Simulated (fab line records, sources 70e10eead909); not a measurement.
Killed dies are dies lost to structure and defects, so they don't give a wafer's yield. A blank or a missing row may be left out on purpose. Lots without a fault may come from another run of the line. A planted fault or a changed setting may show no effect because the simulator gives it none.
fab line records | flow nand_harc
record lots=5 wafers=15 last_day=32
route steps=1302 shown P_ZERO_WELL@29 END@1302
lots that met no fault: from a run of the same line without faults
start_h: hours from the record's first day to the start of the lot's first wafer shown | wait_h: hours since the lot's step before | " the same as in the row above | L1.1+2: a row that stands for several wafers | - no value, or no start given | * or withheld: withheld | < > ~ a bound
route shown NAME@n: a module of which the file shows steps, and the number in the route of the first | usual: mean/standard deviation of fault-free wafers | same: alike in all rows | chamber/n: place in a boat | sites: the reading at each site | _std_site: their standard deviation | _edge_site: outer sites' mean less inner sites' | radius_mm: how far each site lies from the wafer's centre | mask NAME#n: copy n | behind: the tool/chamber that last shaped the wafer | hold: why the lot was held/for how many hours/how that ended | device: the transistor (n, p or np) that didn't switch | end of line: the same wafers' tests at the end of the route | a step without rows: its recipe alone | killed: dies lost to structure and defects at the first sort, not the wafer's yield | map: a wafer's dies, x killed, . not, _ none there
set.NAME: the setting as run; set.NAME@STEP: as run at that earlier step | model.NAME: the simulator's own value behind a step, which no gauge read
lots at some steps of the route; a table a step, a row a wafer
services: from which hour (start_h, from the record's first day; less than 0 if before it) a tool's chamber was out of use, for how many hours, and why
## steps
# step NHARC_P_ZERO_WELL_CD_MEAS_24
# recipe target_cd_nm=720 landing_energy_ev=500
# usual cd_nm=720.2/1.3
# columns lot.wafer tool chamber start_h wait_h cd_nm
L343.2 cd_sem-02 0 82.50 - 721.5
L343.4 " 0 " " 720.5
L343.6 " 0 " " 721.1
L349.1 cd_sem-03 0 142.53 - 720.7
L349.2 " 0 " " 720.9
L349.5 " 0 " " 719.2
L350.1 cd_sem-01 0 152.62 - 718.1
L350.2 " 0 " " 720.2
L350.5 " 0 " " 719.2
L358.1 cd_sem-01 0 232.51 - 720.5
L358.2 " 0 " " 716.5
L358.3 " 0 " " 718.6
L359.3 cd_sem-01 0 242.59 - 721.2
L359.5 " 0 " " 721.7
L359.6 " 0 " " 722.4
# step NHARC_P_ZERO_WELL_HARDBAKE_25
# recipe temp_c=125 time_s=80
# step NHARC_P_ZERO_WELL_DESCUM_26
# recipe time_s=3 o2_flow_sccm=200 ar_flow_sccm=0 bias_power_w=0 chemistry=O2
# usual drypump_motor_current_A=6.0/0.36 oes_product_au=0.998/0.0085 rf_vpp_V=58.0/0.87 showerhead_plenum_p_Torr=1.94/0.09 throttle_valve_pct=11.312/0.0085
# columns lot.wafer tool chamber start_h wait_h drypump_motor_current_A oes_product_au rf_hours_counter_h rf_vpp_V showerhead_plenum_p_Torr throttle_valve_pct
L343.4 rie_diel-02 2 82.67 - 6.6 0.994 11 59.2 2.00 11.303
L343.2 " 3 " " 5.8 0.994 9 58.1 1.81 11.314
L343.6 " 2 " " 6.6 0.984 - 57.1 2.00 11.324
L349.1 rie_diel-08 2 142.69 - 6.2 1.000 41 58.5 1.97 11.328
L349.2 " 1 " " 5.7 0.987 37 57.6 1.89 11.299
L349.5 " 3 " " 6.1 1.000 - 57.7 2.06 11.327
L350.1 rie_diel-08 1 152.79 - 5.7 1.008 39 57.7 1.89 11.318
L350.2 " 2 " " 6.2 1.015 44 58.2 1.97 11.320
L350.5 " 0 " " 6.4 1.003 - 57.9 1.89 11.315
L358.1 rie_diel-03 1 232.67 - 5.6 1.005 37 57.4 2.00 11.306
L358.2 " 2 " " 6.4 0.990 40 58.5 1.85 11.304
L358.3 " 0 " " 5.7 0.999 49 57.7 1.88 11.306
L359.3 rie_diel-02 0 242.77 - 6.0 1.000 7 57.2 1.88 11.317
L359.6 " 2 " " 6.6 1.005 - 58.3 1.99 11.312
L359.5 " 3 " " 5.8 0.998 - 57.9 1.80 11.316
# step NHARC_P_ZERO_WELL_IMPLANT_27
# recipe energy_kev=600 dose_cm2=1e+13 tilt_deg=7
# step NHARC_P_ZERO_WELL_IMPLANT_57
# recipe energy_kev=250 dose_cm2=4e+12 tilt_deg=7
# step NHARC_P_ZERO_WELL_IMPLANT_58
# recipe energy_kev=100 dose_cm2=2e+12 tilt_deg=7
# step NHARC_P_ZERO_WELL_STRIP_28
# recipe time_s=840 temp_c=130 chemistry=SPM
# step NHARC_P_ZERO_WELL_DEHYDRATE_29
# recipe temp_c=150 time_s=120
# step NHARC_P_ZERO_WELL_HMDS_30
# recipe time_s=30
# step NHARC_P_ZERO_WELL_COAT_31
# recipe spin_rpm=withheld
# step NHARC_P_ZERO_WELL_SOFTBAKE_32
# recipe temp_c=122 time_s=95
# step NHARC_P_ZERO_WELL_EBR_33
# step NHARC_P_ZERO_WELL_EXPOSE_34
# recipe na=0.6 target_cd_nm=720 dose_mj=22.31 mask_id=P_PWELL
# same na=0.6
# columns lot.wafer tool chamber start_h wait_h mask
L343.2+4+6 krf_scanner-02 0 83.98 - P_PWELL#0
L349.1+2+5 krf_scanner-02 0 143.89 - P_PWELL#0
L350.1+2+5 krf_scanner-02 0 153.98 - P_PWELL_R1#0
L358.1+2+3 krf_scanner-01 0 233.98 - P_PWELL#0
L359.3+5+6 krf_scanner-02 0 244.10 - P_PWELL#0
# step NHARC_P_ZERO_WELL_PEB_35
# recipe peb_temp_c=118 peb_time_s=85
# step NHARC_P_ZERO_WELL_DEVELOP_36
# recipe time_s=70
# step NHARC_P_ZERO_WELL_CD_MEAS_37
# recipe target_cd_nm=720 landing_energy_ev=500
# usual cd_nm=719.6/1.5
# columns lot.wafer tool chamber start_h wait_h cd_nm
L343.2 cd_sem-03 0 84.13 - 718.2
L343.4 " 0 " " 718.0
L343.6 " 0 " " 717.7
L349.1 cd_sem-01 0 144.04 - 720.3
L349.2 " 0 " " 718.2
L349.5 " 0 " " 718.6
L350.1 cd_sem-03 0 154.14 - 782.8
L350.2 " 0 " " 781.5
L350.5 " 0 " " 782.1
L358.1 cd_sem-02 0 234.13 - 717.6
L358.2 " 0 " " 720.0
L358.3 " 0 " " 718.9
L359.3 cd_sem-03 0 244.25 - 719.6
L359.5 " 0 " " 717.9
L359.6 " 0 " " 718.0
# step NHARC_P_ZERO_WELL_HARDBAKE_38
# recipe temp_c=125 time_s=80
# step NHARC_END_SORT_01
# recipe temp_c=25
# usual killed_at_array=59/19 killed_at_other=0.6/0.85 killed_at_periphery=3.8/2.5 killed_dies=64/19 killed_open=3.3/1.8 killed_short=2.2/1.6
# same gross_dies=677
# columns lot.wafer tool chamber start_h wait_h killed_at_array killed_at_other killed_at_periphery killed_dies killed_open killed_short
L350.1 prober-02 0 699.31 4.9 108 1 3 112 4 2
L350.2 prober-02 0 700.12 5.2 104 2 3 109 6 1
L350.5 prober-02 0 702.54 6.1 86 1 6 93 2 5
# killed by level:class
L350.1 A_CHANNEL_HOLE_D1:chamber_film_flake=37 A_SLIT:chamber_film_flake=37 A_CHANNEL_HOLE_D2:chamber_film_flake=13 A_CONTACT:chamber_film_flake=10 A_BONDPAD:chamber_film_flake=4 A_ONON_D2:geometric_particle:open=2 A_CHANNEL_FILL_D1:chamber_film_flake=2 P_CONTACT:geometric_particle:open=1
L350.2 A_SLIT:chamber_film_flake=38 A_CHANNEL_HOLE_D1:chamber_film_flake=23 A_CHANNEL_HOLE_D2:chamber_film_flake=16 A_CONTACT:chamber_film_flake=14 A_STAIRCASE:chamber_film_flake=4 A_BONDPAD:chamber_film_flake=3 A_M0:geometric_particle:open=2 STARTING-WAFER:geometric_particle:open=2
L350.5 A_CHANNEL_HOLE_D1:chamber_film_flake=35 A_SLIT:chamber_film_flake=26 A_CHANNEL_HOLE_D2:chamber_film_flake=7 A_CONTACT:chamber_film_flake=5 A_STAIRCASE:chamber_film_flake=4 A_SGD_CUT:geometric_particle:short=2 A_WL_FILL:chamber_film_flake=2 P_GATE:geometric_particle:open=1
## services
# columns tool chamber start_h hours kind
rie_diel-08 0 72.43 - clean
rie_diel-08 1 72.43 - clean
rie_diel-08 2 72.43 - clean
rie_diel-08 3 72.43 - clean
rie_diel-02 0 73.20 - clean
rie_diel-02 1 73.20 - clean
rie_diel-02 2 73.20 - clean
rie_diel-02 3 73.20 - clean
rie_diel-08 - 76.24 0.3 repair
krf_scanner-02 - 94.00 4.0 pm
krf_scanner-02 - 99.19 0.6 repair
rie_diel-03 - 104.30 9.0 pm
rie_diel-02 0 111.94 9.0 repair
rie_diel-08 - 116.28 1.1 repair
rie_diel-02 1 122.53 5.6 repair
krf_scanner-01 - 129.87 1.7 repair
rie_diel-08 2 133.19 6.7 repair
krf_scanner-01 - 140.00 4.0 pm
rie_diel-08 - 191.69 9.0 pm
rie_diel-03 1 195.82 15.9 repair
rie_diel-03 3 197.77 4.1 repair
krf_scanner-02 - 207.22 2.4 repair
rie_diel-02 - 216.70 9.0 pm
krf_scanner-01 - 243.13 5.1 repair
## key
first_sign step=NHARC_P_ZERO_WELL_EXPOSE_34 reading=mask direction=changed
effect step=NHARC_P_ZERO_WELL_CD_MEAS_37 reading=cd_nm direction=up sigmas=42 usual=719.6 struck=782.1
met_at NHARC_P_ZERO_WELL_EXPOSE_34
struck_wafers L350.1,L350.2,L350.5
tester_left_out L350
onset_between 143.89 153.98
fault kind=wrong_mask tool=any chamber=- onset_h=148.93 steps=NHARC_P_ZERO_WELL_EXPOSE_34 aux_copy=P_PWELL_R1#0 cd_offset_nm=59.9 scope=struck_lots_only
# tester_left_out: of these lots the tester's yield and bins aren't shown, on N5 and GAA mostly nor the transistor test; their killed dies are dies lost to structure and defects alone, not to doping, threshold or leakage, so they don't give the yield
